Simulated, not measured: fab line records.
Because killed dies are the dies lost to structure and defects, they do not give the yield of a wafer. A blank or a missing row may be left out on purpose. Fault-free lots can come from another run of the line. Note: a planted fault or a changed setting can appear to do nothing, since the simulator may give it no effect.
Chamber matching / flow nand_harc / ald_hk-01 running NHARC_A_WL_FILL_ALD_00: 4 sister chambers
The step deposits Al2O3, target thk 3 nm, pulse time 3 s, ald cycles 30. 14 wafers are shown with their chamber, then 7 later ones without.

== WAFERS PAIRED WITH THEIR CHAMBERS ==
wafer=L151.3; chamber=0; heater_power_w (W)=558; precursor_pulse_height_rel=1.015
wafer=L151.5; chamber=0; heater_power_w (W)=559; precursor_pulse_height_rel=1.017
wafer=L151.6; chamber=1; heater_power_w (W)=494; precursor_pulse_height_rel=0.997
wafer=L153.3; chamber=1; heater_power_w (W)=505; precursor_pulse_height_rel=1.020
wafer=L153.4; chamber=3; heater_power_w (W)=361; precursor_pulse_height_rel=0.989
wafer=L153.6; chamber=1; heater_power_w (W)=486; precursor_pulse_height_rel=1.006
wafer=L162.1; chamber=2; heater_power_w (W)=521; precursor_pulse_height_rel=0.998
wafer=L162.2; chamber=1; heater_power_w (W)=501; precursor_pulse_height_rel=1.042
wafer=L162.4; chamber=0; heater_power_w (W)=564; precursor_pulse_height_rel=0.998
wafer=L165.1; chamber=3; heater_power_w (W)=376; precursor_pulse_height_rel=1.019
wafer=L165.3; chamber=0; heater_power_w (W)=561; precursor_pulse_height_rel=1.006
wafer=L165.5; chamber=1; heater_power_w (W)=484; precursor_pulse_height_rel=1.040
wafer=L170.1; chamber=3; heater_power_w (W)=399; precursor_pulse_height_rel=0.959
wafer=L170.3; chamber=0; heater_power_w (W)=531; precursor_pulse_height_rel=1.011

SIGNATURES (averages over the wafers above)
reading=heater_power_w; chamber 0=554.60; chamber 1=494.00; chamber 2=521.00; chamber 3=378.67; scatter within a chamber=13.4
reading=precursor_pulse_height_rel; chamber 0=1.00940; chamber 1=1.02100; chamber 2=0.99800; chamber 3=0.98900; scatter within a chamber=0.0191
Rule: distance of a wafer from a chamber = root of the sum over the readings of ((wafer's reading minus chamber's mean) / reading's scatter) squared. If the next closest chamber is less than 2 further off than the closest, the wafer can't be placed; otherwise it belongs to the closest. How the scatter is found: for the shown wafers, subtract from each reading the mean of its chamber, square and add these, divide the total by (wafers less chambers), then take the root.

== WAFERS MISSING THEIR CHAMBER ==
wafer=L170.5; heater_power_w (W)=496; precursor_pulse_height_rel=0.989
wafer=L169.1; heater_power_w (W)=501; precursor_pulse_height_rel=1.014
wafer=L169.4; heater_power_w (W)=479; precursor_pulse_height_rel=0.977
wafer=L169.6; heater_power_w (W)=532; precursor_pulse_height_rel=0.986
wafer=L172.1; heater_power_w (W)=524; precursor_pulse_height_rel=0.999
wafer=L172.4; heater_power_w (W)=400; precursor_pulse_height_rel=1.003
wafer=L172.5; heater_power_w (W)=382; precursor_pulse_height_rel=0.951

== THE CHAMBER EACH PASSED THROUGH ==
wafer=L170.5; from the rows above=can't be placed: 1 or 2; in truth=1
wafer=L169.1; from the rows above=can't be placed: 1 or 2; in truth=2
wafer=L169.4; from the rows above=can't be placed: 1 or 2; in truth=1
wafer=L169.6; from the rows above=can't be placed: 2 or 0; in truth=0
wafer=L172.1; from the rows above=2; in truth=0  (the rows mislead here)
wafer=L172.4; from the rows above=3; in truth=3
wafer=L172.5; from the rows above=3; in truth=3
Correct placement for 2 of the 7. These rows do not allow placing 4 (true chamber among the candidates in 4). Number placed wrongly: 1.
